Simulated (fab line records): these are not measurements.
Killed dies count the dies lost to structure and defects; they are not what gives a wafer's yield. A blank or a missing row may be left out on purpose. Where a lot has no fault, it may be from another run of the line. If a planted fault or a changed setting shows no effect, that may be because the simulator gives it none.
Struck lot and sound lot, side by side | flow n5Finfet | 37 steps out of a route of 1938
Sound: these wafers, L210.2, L210.3, L210.5. Struck: wafer L208.5. (L208.6 of the same lot was not struck and is left out.) The cause comes at the end.
For every step that has rows: the tool of each side, followed by ch and its chambers, followed by its first start. Under that, the readings that differ: sound wafers | struck wafers | difference of the means | sigmas: that difference in standard deviations of wafers without a fault.
alike: a reading whose means differ by less than 2 such deviations, as well as words and numbers matching on both sides. not compared: withheld readings; readings where some wafer has no value; bounds like >300 that might hide an equal value; numbers whose values overlap and for which the record gives no deviation.
The two part at a step that has a row with sigmas, a row that says differs or no value, or rows on one side only. Numbers that don't overlap but have no deviation are shown without sigmas and don't part them. A reading missing from all wafers of one side parts the sides only when that side holds two or more wafers.

first, 9 steps without rows for these wafers: N5_BEOL_M13_PRE_CLEAN_42 (time 30 s); N5_BEOL_M13_SPUTTER_43 (material TaN, target thk 15 nm, time 24.19 s); N5_BEOL_M13_SPUTTER_44 (material Ta, target thk 10 nm, time 16.13 s); N5_BEOL_M13_SPUTTER_45 (material Cu, target thk 80 nm, time 13.33 s); N5_BEOL_M13_ECD_47 (material Cu, target thk 936 nm); N5_BEOL_M13_ANNEAL_48 (time 90 s); N5_BEOL_M13_CMP_49 (polishes, stops on SiOC, t overpolish 17.1 s, target thk 420 nm); N5_BEOL_M13_PRE_CLEAN_52 (time 15 s); N5_BEOL_M13_DEP_53 (deposits SiCN from 3MS/NH3, target thk 50 nm, time 17.8 s).
N5_BEOL_M14_ILD_DEP_00: deposits SiO2 from TEOS/O2, target thk 1119.3 nm, time 237.4 s.
  sound on pecvd-04 ch 0,1,2, day 15 21:08; struck on pecvd-01 ch 1, day 15 09:38
reading                                      | sound             | struck | difference | sigmas
runLengthS (s)                               | 279.9 280.0 280.3 | 359.3  | +79.2      | +99 or more
model.SiO2_of_BEOL_M14_ILD_DEP_00.thkNm (nm) | 1099 1135 1108    | 1490   | +376       | 
  alike: heaterPowerW, showerheadPlenumPTorr, throttleValvePct
N5_BEOL_M14_THK_MEAS_01:
  sound: filmMetro-01 at day 15 21:20; struck: filmMetro-01 at day 15 09:45
reading          | sound          | struck | difference | sigmas
M14_ILD_THK (nm) | 1099 1136 1108 | 1489   | +375       | +25
then, 10 steps without rows for these wafers: N5_BEOL_M14_COAT_58 (time 60 s, resist thk 89 nm); N5_BEOL_M14_COAT_04 (resist thk 800 nm); N5_BEOL_M14_EBR_06; N5_BEOL_M14_SOFTBAKE_05 (time 60 s); N5_BEOL_M14_EXPOSE_07 (exposes mask V13); N5_BEOL_M14_PEB_08 (peb time 90 s); N5_BEOL_M14_DEVELOP_09 (develop time 45 s); N5_BEOL_M14_HARDBAKE_14 (time 120 s); N5_BEOL_M14_DESCUM_15 (chemistry O2, time 7.9 s); N5_BEOL_M14_ETCH_59 (etches BARC in N2/H2, target depth 89 nm, overetch 26.7 nm, time 67.9 s).
N5_BEOL_M14_VIA_ETCH_16: etches SiO2 in C4F8/O2/Ar, target depth 1231.3 nm.
  sound on rieDiel-06 ch 1,3, day 15 21:49; struck on rieDiel-03 ch 2, day 15 10:19
reading                                   | sound             | struck | difference | sigmas
throttleValvePct (%)                      | 30.97 30.84 30.97 | 30.35  | -0.58      | -2
model.etch.depthNm (nm)                   | 1099 1135 1108    | 1490   | +376       | 
model.coat_of_BEOL_M14_COAT_04.thkNm (nm) | 461.4 449.2 458.8 | 356    | -100       | 
  alike: drypumpMotorCurrentA, oes_f_703_au, oesProductAu, rfVppV, showerheadPlenumPTorr
then, 13 steps without rows for these wafers: N5_BEOL_M14_STRIP_63 (strips in O2); N5_BEOL_M14_STRIP_64 (strips in O2); N5_BEOL_M14_STRIP_71 (strips in post etch residue remover, time 60 s); N5_BEOL_M14_SRD_72 (time 30 s, dry time 30 s); N5_BEOL_M14_COAT_65 (time 60 s, resist thk 450 nm); N5_BEOL_M14_COAT_66 (time 60 s, resist thk 110 nm); N5_BEOL_M14_COAT_22 (resist thk 300 nm); N5_BEOL_M14_EBR_24; N5_BEOL_M14_SOFTBAKE_23 (time 60 s); N5_BEOL_M14_EXPOSE_25 (exposes mask M14, target cd 280 nm); N5_BEOL_M14_PEB_26 (peb time 90 s); N5_BEOL_M14_DEVELOP_27 (develop time 45 s); N5_BEOL_M14_HARDBAKE_32 (time 120 s).
N5_BEOL_M14_CMP_49: polishes, stops on SiO2, t overpolish 5.2 s, target thk 560 nm.
  sound on cmp-04 ch 0,1,2, day 16 10:38; struck on cmp-01 ch 1, day 15 13:07
reading                                      | sound          | struck | difference | sigmas
model.SiO2_of_BEOL_M14_ILD_DEP_00.thkNm (nm) | 1020 1054 1030 | 1408   | +373       | 
  alike: motorCurrentA
N5_PASSIVATION_PROBE_49:
  sound: prober-01 at day 17 07:40; struck: prober-01 at day 16 22:07
reading          | sound    | struck | difference | sigmas
killedAtFrontEnd | 51 58 50 | 22     | -31        | -3
  alike: defectLimitedYield, killed_at_M0_to_M3, killed_at_M4_up, killedAtContacts, killedAtOther, killedDies, killedOpen, killedShort, sort_bin_5_function, sort_bin_6_memory, sort_bin_8_speed, sortNPass, sortYieldPct

WHERE THEY PART
At N5_BEOL_M14_ILD_DEP_00 first; at N5_PASSIVATION_PROBE_49 last (within this record only).

WHY: what the simulator had put in
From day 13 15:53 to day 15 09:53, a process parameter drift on pecvd-01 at N5_BEOL_M14_ILD_DEP_00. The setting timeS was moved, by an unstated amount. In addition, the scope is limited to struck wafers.
